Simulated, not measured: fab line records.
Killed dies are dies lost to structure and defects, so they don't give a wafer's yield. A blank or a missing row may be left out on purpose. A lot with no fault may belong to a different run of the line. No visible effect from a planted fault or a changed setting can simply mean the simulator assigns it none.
Chamber matching -- flow nand harc -- NHARC_A_SLIT_DEP_25 on pecvd-03: 3 sister chambers
The step deposits SiO2, target thk 200 nm. 6 wafers are shown with their chamber, then 8 later ones without.

WAFERS, EACH WITH ITS CHAMBER
wafer,chamber,throttle valve pct (%),heater power w (W)
L086.2,1,15.8,524
L086.4,0,16.3,473
L091.3,1,15.8,470
L091.5,2,15.4,568
L091.6,0,16.4,389
L092.1,2,16.0,536

WAFERS MISSING THEIR CHAMBER
wafer,throttle valve pct (%),heater power w (W)
L092.3,16.4,478
L092.4,15.5,463
L094.1,16.3,465
L094.2,15.6,564
L094.5,16.3,474
L096.1,15.6,512
L096.3,15.9,552
L096.5,16.4,435

CHAMBER TAKEN BY EACH
wafer,from the rows above,in truth
L092.3,can't be placed: 0 or 1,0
L092.4,can't be placed: 1 or 2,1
L094.1,can't be placed: 0 or 1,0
L094.2,can't be placed: 2 or 1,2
L094.5,can't be placed: 0 or 1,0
L096.1,can't be placed: 1 or 2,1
L096.3,can't be placed: 2 or 1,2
L096.5,0,0
Correctly placed: 1 of 8. Not placeable from these rows: 7 (in 7, the candidates include the true chamber). Placed wrongly: 0.
How it was worked out, from the rows above alone: a wafer's distance from a chamber is the root of the sum, over the readings, of the square of ((its reading less the chamber's mean) divided by the reading's scatter). If the next closest chamber is less than 2 further off than the closest, the wafer can't be placed; otherwise it belongs to the closest. The mean given for a chamber averages the wafers shown for that chamber. The scatter: the root of (the sum of the squares of (reading less its chamber's mean) over the shown wafers, divided by (wafers less chambers)).
